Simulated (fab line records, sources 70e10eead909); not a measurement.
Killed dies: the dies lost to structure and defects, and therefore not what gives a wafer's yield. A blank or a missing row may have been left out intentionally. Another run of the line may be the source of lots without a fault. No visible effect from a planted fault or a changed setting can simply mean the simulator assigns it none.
Problem report in the 8D (eight disciplines) form, filled by code ; flow nand_harc ; the parts of the form that need people (team, actions taken, sign-off) are left out

## 1. WHAT IS WRONG
Wafers without a fault read 1000 nm, standard deviation 10; thk_nm at NHARC_A_ONON_D1_THK_MEAS_21 reads a mean of 919 nm on 6 wafers belonging to 2 lots. That is -8.1 standard deviations from the usual mean.
The step: measures by ellipsometry.
First seen on wafer L275.1, day 11 02:27, on film_metro-01. The record holds 42 wafers of 14 lots with a number at this step. By rule, "out" or "out of limits" means more than 4 standard deviations away from the usual mean. Any other wafer with a number is counted as sound.

## 2. WHAT IT IS, AND WHAT IT ISN'T
question;is;is not
which readings at this step;thk_nm;-
which lots;L275, L278;L269, L271, L272, L274, L282, L284, L285, L286, L287, L289, L290, L291
which wafers of those lots;all that have a number;-
read on which gauges;film_metro-01;film_metro-02
when;from day 11 02:27;"up to then (12 sound wafers); but 24 sound wafers of L282, L284, L285, L286, L287, L289, L290, L291 came after"

## 3. WHAT RULES OUT EACH SUSPECT
Counting: a tool stays on the suspect list if, at a process step up to the reading, it processed all lots that are out and no sound lot following the first of them.
- the gauge at NHARC_A_ONON_D1_THK_MEAS_21: kept. All the wafers that are out were read on film_metro-01, and no step on other tools shows them out.
- pecvd_onon-01 at NHARC_A_ONON_D1_DEP_19 (target thk 1000 nm): ruled out as a lasting fault. Following L275 (day 11 01:56), the first lot on it that is out, the sound lots L282, L284, L285, L287, L289, L290 were run on it.
Remaining after the count: film_metro-01 at NHARC_A_ONON_D1_THK_MEAS_21.

## 4. THE CAUSE (what the simulator had put in)
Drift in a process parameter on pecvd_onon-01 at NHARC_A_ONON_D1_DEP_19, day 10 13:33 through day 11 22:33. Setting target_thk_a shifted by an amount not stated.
Counting ruled it out, wrongly: the rule takes a fault to strike every lot that its tool runs from its start on, and this one did not.

## 5. THE EFFECT CHAIN, in route order
Each row: a reading where the mean over the struck wafers with a number is more than 3 standard deviations away from the usual. Only readings for which the record gives a usual standard deviation are gone through. hours: the time from each lot's start at the first step in this table that gives one to its start at this step, as a median over the lots. sigmas: the change in usual standard deviations.
hours;step;reading;usual;on struck wafers;change;sigmas
0;NHARC_A_ONON_D1_THK_MEAS_21;thk_nm;1000 nm;919;-81;-8.1

## 6. WHAT WOULD HAVE CAUGHT IT SOONER
The first out-of-limits reading at a measuring or inspecting step in this record came at day 11 02:27, 13 hours after the fault's start at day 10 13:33.
